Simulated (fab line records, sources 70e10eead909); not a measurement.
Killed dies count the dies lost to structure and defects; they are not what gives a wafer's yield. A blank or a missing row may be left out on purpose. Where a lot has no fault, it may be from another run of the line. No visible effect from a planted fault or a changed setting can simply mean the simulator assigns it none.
Code-filled problem report in 8D (eight disciplines) form -- flow nand-harc -- the parts of the form that need people (team, actions taken, sign-off) are left out

## 1. THE ISSUE
At NHARC_A_ONON_D1_THK_MEAS_30, thk-nm averages 1105 nm over 6 wafers from 2 lots, while fault-free wafers read 997 nm, standard deviation 11. Measured from the usual mean, that is +9.8 standard deviations.
The step: measures by ellipsometry.
The first sign was on wafer L860.2 at day 10 01:08, on film-metro-01. Wafers with a number at this step in the record: 42, from 14 lots. Rule for "out", or "out of limits": more than 4 standard deviations from the usual mean. All remaining wafers that have a number are taken as sound.

## 2. WHAT IT IS AND WHAT IT IS NOT
question,is,is not
which readings at this step,thk-nm,-
which lots,"L860, L861","L852, L853, L855, L856, L857, L858, L859, L864, L871, L872, L873, L875"
which wafers of those lots,all that have a number,-
read on which gauges,film-metro-01,film-metro-02
when,from day 10 01:08,"up to then (18 sound wafers); but 18 sound wafers of L857, L864, L871, L872, L873, L875 came after"

## 3. SUSPECTS, AND WHAT RULES EACH OUT
Counting: a tool stays on the suspect list if, at a process step up to the reading, it processed all lots that are out and no sound lot following the first of them.
- the gauge at NHARC_A_ONON_D1_THK_MEAS_30: kept. All the wafers that are out were read on film-metro-01, and no step on other tools shows them out.
- pecvd-onon-02 at NHARC_A_ONON_D1_DEP_28 (target thk 1000 nm): ruled out as a lasting fault. The sound lots L872 went through it after L860, its earliest lot that is out (day 10 00:41).
Remaining after the count: film-metro-01 at NHARC_A_ONON_D1_THK_MEAS_30.

## 4. THE CAUSE (what the simulator had put in)
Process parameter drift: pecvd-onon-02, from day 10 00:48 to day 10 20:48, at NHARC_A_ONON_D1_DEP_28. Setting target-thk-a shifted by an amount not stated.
The count ruled it out by mistake, since the rule takes a fault to strike every lot its tool runs from the start of the fault on, and this one did not do so.

## 5. THE EFFECT CHAIN, in route order
One row per reading whose mean, taken over the struck wafers that have a number, lies over 3 standard deviations from the usual. Readings are gone through only where the record gives a usual standard deviation; hours: the median, over the lots, of the time from a lot's start at the first step in this table giving one to that lot's start at this step; sigmas: the change measured in usual standard deviations.
hours,step,reading,usual,on struck wafers,change,sigmas
0,NHARC_A_ONON_D1_THK_MEAS_30,thk-nm,997 nm,1105,+108,+9.8
Later measuring or inspecting steps at which every struck wafer that the step has a row for has a number for every such reading, and none has moved that far: NHARC_A_ONON_D1_INSPECT_32.

## 6. WHAT WOULD HAVE CAUGHT IT SOONER
In this record the first reading out of limits at a measuring or inspecting step was taken at day 10 01:08, 0 hours after the fault began at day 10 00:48.
